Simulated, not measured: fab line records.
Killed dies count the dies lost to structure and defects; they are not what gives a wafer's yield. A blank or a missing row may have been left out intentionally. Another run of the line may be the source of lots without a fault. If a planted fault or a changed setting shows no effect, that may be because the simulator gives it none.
Chamber matching || flow n5-finfet || N5_BEOL_M8_DESCUM_16 on rie-diel-01: 4 sister chambers
The step chemistry O2, time 7.9 s. 4 wafers are shown with their chamber, then 9 later ones without.

## EACH WAFER AND ITS CHAMBER
{"wafer": "L078.5", "chamber": 2, "drypump-motor-current-A (A)": 5.1}
{"wafer": "L084.1", "chamber": 3, "drypump-motor-current-A (A)": 6.2}
{"wafer": "L082.1", "chamber": 1, "drypump-motor-current-A (A)": 5.6}
{"wafer": "L082.5", "chamber": 0, "drypump-motor-current-A (A)": 5.6}

## WAFERS WITHOUT THEIR CHAMBER
{"wafer": "L086.3", "drypump-motor-current-A (A)": 5.0}
{"wafer": "L086.4", "drypump-motor-current-A (A)": 5.6}
{"wafer": "L086.5", "drypump-motor-current-A (A)": 5.6}
{"wafer": "L087.1", "drypump-motor-current-A (A)": 5.6}
{"wafer": "L087.4", "drypump-motor-current-A (A)": 5.0}
{"wafer": "L087.5", "drypump-motor-current-A (A)": 5.6}
{"wafer": "L092.4", "drypump-motor-current-A (A)": 5.7}
{"wafer": "L092.5", "drypump-motor-current-A (A)": 5.7}
{"wafer": "L092.6", "drypump-motor-current-A (A)": 5.6}

## EACH ONE'S CHAMBER
{"wafer": "L086.3", "from the rows above": 2, "in truth": 2}
{"wafer": "L086.4", "from the rows above": "can't be placed: 0 or 1", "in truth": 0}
{"wafer": "L086.5", "from the rows above": "can't be placed: 0 or 1", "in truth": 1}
{"wafer": "L087.1", "from the rows above": "can't be placed: 0 or 1", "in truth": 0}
{"wafer": "L087.4", "from the rows above": 2, "in truth": 2}
{"wafer": "L087.5", "from the rows above": "can't be placed: 0 or 1", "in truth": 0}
{"wafer": "L092.4", "from the rows above": "can't be placed: 0 or 1", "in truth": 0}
{"wafer": "L092.5", "from the rows above": "can't be placed: 0 or 1", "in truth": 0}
{"wafer": "L092.6", "from the rows above": "can't be placed: 0 or 1", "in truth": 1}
Placed correctly: 2 of 9. Unplaceable from these rows: 7, with the true chamber sitting among the candidates in 7. Placed wrongly: 0.
How it was worked out, from the rows above alone: a wafer's distance from a chamber is the root of the sum, over the readings, of the square of ((its reading less the chamber's mean) divided by the reading's scatter). If the next closest chamber is less than 2 further off than the closest, the wafer can't be placed; otherwise it belongs to the closest. Each chamber's mean is taken over the wafers shown for it. The scatter: with one shown wafer a chamber, the root of the mean of the squares of how far each hidden wafer lies from its nearest shown one.
